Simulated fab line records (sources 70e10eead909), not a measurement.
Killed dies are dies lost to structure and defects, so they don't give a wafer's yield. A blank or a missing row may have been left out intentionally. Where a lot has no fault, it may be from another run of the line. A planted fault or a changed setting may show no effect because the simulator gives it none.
Which tool did it?	flow nandHarc	39 wafers from 13 lots sampled at 4 of the route's 1159 steps

## WHAT THE GAUGES READ, wafer by wafer
NHARC_P_BONDPAD_THK_MEAS_33: measures by ellipsometry. Usual: thkNm at 199.8 nm, with a standard deviation of 1.4.
lot	measured	on	thkNm (nm)	flag
L166	day 6 15:38	filmMetro-02	201.1 197.0 198.5	
L167	day 6 16:57	filmMetro-02	199.0 201.9 201.7	
L168	day 6 18:18	filmMetro-02	201.1 200.5 201.4	
L169	day 7 06:52	filmMetro-01	199.9 200.9 197.8	
L170	day 7 07:13	filmMetro-02	197.7 200.5 196.3	
L171	day 7 08:13	filmMetro-02	200.3 198.9 200.4	
L172	day 7 22:30	filmMetro-02	200.6 201.3 197.8	
L173	day 8 02:29	filmMetro-01	200.3 202.7 199.7	
L174	day 8 04:31	filmMetro-01	201.0 199.7 201.9	
L175	day 8 17:20	filmMetro-01	202.0 198.4 201.5	
L176	day 8 18:43	filmMetro-01	198.3 199.1 199.5	
L179	day 9 11:32	filmMetro-01	200.7 201.1 199.4	
L183	day 10 16:31	filmMetro-01	201.9 199.7 199.2	

NHARC_P_BONDPAD_OVL_MEAS_38. Usual: overlayXNm -1 nm, standard deviation 5.9; overlayYNm 0 nm, standard deviation 5.
lot	measured	on	overlayXNm (nm)	overlayYNm (nm)	flag
L166	day 6 16:18	overlay-02	8 8 8	9 9 9	
L167	day 6 17:29	overlay-02	6 6 6	-1 -2 -1	
L168	day 6 18:58	overlay-02	-4 -5 -5	1 1 1	
L169	day 7 07:31	overlay-02	2 2 2	2 1 1	
L170	day 7 07:46	overlay-02	-7 -7 -7	-1 -2 -2	
L171	day 7 08:46	overlay-01	8 8 8	0 0 0	
L172	day 7 23:02	overlay-02	5 5 5	3 3 3	
L173	day 8 03:08	overlay-01	-9 -9 -9	1 1 1	
L174	day 8 05:10	overlay-01	7 6 6	3 3 3	
L175	day 8 18:01	overlay-01	-8 -7 -8	4 4 3	
L176	day 8 19:15	overlay-01	-4 -4 -4	0 -1 0	
L179	day 9 12:03	overlay-02	-4 -3 -3	-7 -7 -7	
L183	day 10 17:11	overlay-01	-5 -6 -5	0 0 0	

NHARC_P_BONDPAD_CD_MEAS_13. Usual: cdNm at 499.8 nm, with a standard deviation of 2.9.
lot	measured	on	cdNm (nm)	flag
L166	day 6 16:44	cdSem-02	497.0 496.9 499.0	
L167	day 6 17:55	cdSem-01	501.2 500.8 499.3	
L168	day 6 19:24	cdSem-02	501.3 502.4 501.4	
L169	day 7 07:58	cdSem-03	500.3 504.8 499.2	
L170	day 7 08:13	cdSem-02	496.5 496.9 493.2	
L171	day 7 09:12	cdSem-01	497.5 499.9 500.5	
L172	day 7 23:35	cdSem-01	497.6 504.1 502.0	
L173	day 8 03:35	cdSem-03	505.6 499.8 504.2	
L174	day 8 05:47	cdSem-01	499.8 495.7 505.3	
L175	day 8 18:27	cdSem-03	501.7 497.8 500.0	
L176	day 8 19:41	cdSem-02	499.9 502.8 502.2	
L179	day 9 12:31	cdSem-03	501.9 503.3 501.6	
L183	day 10 17:37	cdSem-03	502.9 497.0 501.2	

## TOOL THAT RAN EACH LOT (tool first, then ch and the chambers of the sampled wafers, then the start)
lot	NHARC_P_BONDPAD_ETCH_37
L166	rieDiel-13 ch 1,2,3, day 6 16:31
L167	rieDiel-13 ch 0,2,3, day 6 17:41
L168	rieDiel-04 ch 0,2,3, day 6 19:10
L169	rieDiel-04 ch 0,1, day 7 07:43
L170	rieDiel-05 ch 0,2,3, day 7 07:59
L171	rieDiel-13 ch 0,1,3, day 7 08:58
L172	rieDiel-13 ch 0,1,3, day 7 23:20
L173	rieDiel-13 ch 1,2,3, day 8 03:22
L174	rieDiel-04 ch 0,1,2, day 8 05:34
L175	rieDiel-13 ch 0,1,2, day 8 18:14
L176	rieDiel-13 ch 0,1,2, day 8 19:28
L179	rieDiel-13 ch 1,2,3, day 9 12:17
L183	rieDiel-13 ch 1,2,3, day 10 17:23
- NHARC_P_BONDPAD_ETCH_37: etches the open film in N2/H2, target depth 60 nm, overetch 18 nm, time 65.91 s.

## WHAT THE TOOLS THEMSELVES READ (means of the sampled wafers that have a number; where no wafer has one, the mark that the record gives instead)
NHARC_P_BONDPAD_ETCH_37. Usual: drypumpMotorCurrentA 5.8 A, standard deviation 0.31; oesProductAu 0.998 a.u., standard deviation 0.019; rfVppV 432.5 V, standard deviation 2.4; runLengthS 87.1 s, standard deviation 0.48; showerheadPlenumPTorr 2.11 Torr, standard deviation 0.085; throttleValvePct 14.171 %, standard deviation 0.0091.
lot	tool	drypumpMotorCurrentA (A)	oesProductAu (a.u.)	rfVppV (V)	runLengthS (s)	showerheadPlenumPTorr (Torr)	throttleValvePct (%)	flag
L166	rieDiel-13	5.9	1.001	433.4	86.9	2.17	14.170	
L167	rieDiel-13	6.0	0.989	433.9	86.6	2.17	14.166	
L168	rieDiel-04	5.6	0.994	429.4	87.2	2.00	14.175	
L169	rieDiel-04	5.9	0.991	433.4	87.3	2.14	14.178	
L170	rieDiel-05	5.6	1.006	429.5	87.1	2.00	14.179	
L171	rieDiel-13	6.0	1.007	433.8	87.3	2.16	14.177	
L172	rieDiel-13	6.0	1.004	434.2	87.3	2.16	14.175	
L173	rieDiel-13	5.9	0.998	433.7	86.9	2.16	14.172	
L174	rieDiel-04	5.8	0.993	430.6	87.1	2.07	14.167	
L175	rieDiel-13	5.8	1.000	433.6	86.9	2.15	14.164	
L176	rieDiel-13	5.8	1.004	433.8	87.3	2.15	14.170	
L179	rieDiel-13	5.9	0.997	433.6	87.2	2.16	14.171	
L183	rieDiel-13	5.9	0.995	433.5	81.9	2.16	14.177	OFF

## THE ANSWER, worked out from the rows above alone
Rule: take the mean of a lot's wafers that have a number; if it is more than 3 standard deviations from the usual mean, the lot is off. Also off: a lot with no number at a reading for which 4 or more lots have one. Where the step has rows for the other lots, those lots are counted as sound. After the gauges, taken in route order, come the tools' own readings; for these a lot's mean is taken, as printed above. At the first step where some lot is off, the reading lying furthest off is the one used; lots without a number count as furthest.
Off at NHARC_P_BONDPAD_ETCH_37 (runLengthS): L183.
If a tool, at that step or one of the process steps before it, ran each lot that is off and ran no sound lot following the first of them, it fits. One fits: NHARC_P_BONDPAD_ETCH_37 on rieDiel-13. A fault onset in the window from L179 (day 9 12:17, its last sound lot) to L183 (day 10 17:23, its first lot off) fits.
On the lots that are off, the tool's own readings at NHARC_P_BONDPAD_ETCH_37 differ by more than 5 times the standard deviation of the sound lots' means, which bears it out; runLengthS reads 81.9 s there versus 87.1 s on the sound lots.

## WHAT WAS PUT IN BY THE SIMULATOR
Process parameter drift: rieDiel-13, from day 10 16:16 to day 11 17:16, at NHARC_P_BONDPAD_ETCH_37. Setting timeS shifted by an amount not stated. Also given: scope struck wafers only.
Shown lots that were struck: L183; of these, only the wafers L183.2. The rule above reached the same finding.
